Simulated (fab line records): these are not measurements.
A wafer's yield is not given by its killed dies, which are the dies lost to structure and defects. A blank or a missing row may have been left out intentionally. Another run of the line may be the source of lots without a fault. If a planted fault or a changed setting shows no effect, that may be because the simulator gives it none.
A lot that was struck, set against a sound lot -- flow n5Finfet -- 37 steps out of a route of 1938
Sound: the wafers L674.2, L674.5, L674.6. Struck: wafer L662.2. (L662.4, L662.5 of the same lot were not struck and are left out.) The cause comes at the end.
Per side, at each step with rows, come the tool, then ch with its chambers, and then its first start. Under that, the readings that differ: sound wafers -- struck wafers -- difference of the means -- sigmas: that difference in standard deviations of wafers without a fault.
alike: readings with means less than 2 such deviations apart, plus words and numbers identical on both sides. not compared: withheld readings, readings lacking a value on some wafer, bounds such as >300 that could conceal the same value, and numbers that have no deviation in the record and whose values overlap.
Wherever a step has rows on one side only, a row that says differs or no value, or a row with sigmas, the two part there. Numbers that don't overlap but have no deviation are shown without sigmas and don't part them. A reading that every wafer of one side lacks parts them only if that side has two wafers or more.

first, 9 steps without rows for these wafers: N5_BEOL_M6_ALD_77 (deposits TaN, target thk 2 nm, pulse time 2 s, purge time 3 s); N5_BEOL_M6_SURFACE_TREAT_79; N5_BEOL_M6_CVD_78 (deposits Co from CCTBA/H2, target thk 2 nm, time 142.3 s); N5_BEOL_M6_SPUTTER_48 (material Cu, target thk 10 nm, time 1.667 s); N5_BEOL_M6_ECD_50 (material Cu, target thk 300 nm); N5_BEOL_M6_ANNEAL_51 (time 90 s); N5_BEOL_M6_CMP_52 (polishes, stops on SiCOH lowk, t overpolish 6.9 s, target thk 80 nm); N5_BEOL_M6_PRE_CLEAN_55 (time 15 s); N5_BEOL_M6_DEP_56 (deposits SiCN from 3MS/NH3, target thk 10 nm, time 17.5 s).
N5_BEOL_M7_ILD_DEP_00: deposits SiCOH lowk from DEMS/porogen, target thk 179.75 nm, time 33.4 s.
  sound on pecvd-01 ch 0,1,2, day 14 08:50; struck on pecvd-01 ch 0, day 11 00:34
reading,sound,struck,difference,sigmas
susceptorTempC (C),300.27 299.99 299.71,285.02,-14.97,-75
model.SiCOH_lowk_of_BEOL_M7_ILD_DEP_00.thkNm (nm),178.8 181.2 180.6,193.2,+13.0,
  alike: heaterPowerW, showerheadPlenumPTorr, throttleValvePct
then, 1 step without rows for these wafers: N5_BEOL_M7_CURE_74 (cures SiCOH lowk, time 240 s).
N5_BEOL_M7_THK_MEAS_01:
  struck on filmMetro-02, day 11 01:37; sound on filmMetro-02, day 14 09:25
reading,sound,struck,difference,sigmas
M7_ILD_THK (nm),154.1 156.1 156.0,166.7,+11.3,+6
then, 23 steps without rows for these wafers: N5_BEOL_M7_PECVD_70 (deposits SiO2 from TEOS/O2, target thk 20 nm, time 22.7 s); N5_BEOL_M7_HM_DEP_02 (deposits TiN, target thk 20 nm); N5_BEOL_M7_COAT_59 (time 60 s, resist thk 100 nm); N5_BEOL_M7_COAT_60 (time 60 s, resist thk 35 nm); N5_BEOL_M7_COAT_05 (resist thk 90 nm); N5_BEOL_M7_EBR_07; N5_BEOL_M7_SOFTBAKE_06 (time 60 s); N5_BEOL_M7_EXPOSE_08 (exposes mask M7); N5_BEOL_M7_PEB_09 (peb time 60 s); N5_BEOL_M7_DEVELOP_10 (develop time 30 s); N5_BEOL_M7_DESCUM_16 (chemistry O2, time 7.9 s); N5_BEOL_M7_ETCH_61 (etches SiARC in CF4, target depth 45.5 nm, time 75.8 s); N5_BEOL_M7_ETCH_62 (etches SOC in N2/H2, target depth 110 nm, overetch 22 nm, time 165 s); N5_BEOL_M7_STRIP_68 (strips in N2/H2); N5_BEOL_M7_STRIP_67 (strips in CF4); N5_BEOL_M7_HM_OPEN_17 (chemistry Cl2/BCl3, target TiN, target depth 20 nm, overetch 6 nm); N5_BEOL_M7_STRIP_19 (strips in O2); N5_BEOL_M7_COAT_63 (time 60 s, resist thk 60 nm); N5_BEOL_M7_COAT_64 (time 60 s, resist thk 12 nm); N5_BEOL_M7_COAT_71 (time 60 s, resist thk 5 nm); N5_BEOL_M7_COAT_22 (resist thk 30 nm); N5_BEOL_M7_EBR_24; N5_BEOL_M7_SOFTBAKE_23 (time 60 s).
N5_BEOL_M7_CMP_52: polishes, stops on SiCOH lowk, t overpolish 6.9 s, target thk 80 nm.
  sound on cmp-03 ch 0,3, day 14 16:43; struck on cmp-02 ch 0, day 11 06:41
reading,sound,struck,difference,sigmas
model.SiCOH_lowk_of_BEOL_M7_ILD_DEP_00.thkNm (nm),151.2 153.2 152.8,163.6,+11.2,
  alike: motorCurrentA
following that, these wafers have no rows for 1 step: N5_PASSIVATION_PROBE_49.

## WHERE THEY PART
Earliest at N5_BEOL_M7_ILD_DEP_00; latest, in this record, at N5_BEOL_M7_THK_MEAS_01. Later steps at which nothing parts them and some readings are alike: N5_BEOL_M7_CMP_52.

WHY: what the simulator had put in
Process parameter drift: pecvd-01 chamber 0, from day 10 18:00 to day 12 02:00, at N5_BEOL_M7_ILD_DEP_00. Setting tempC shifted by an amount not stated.
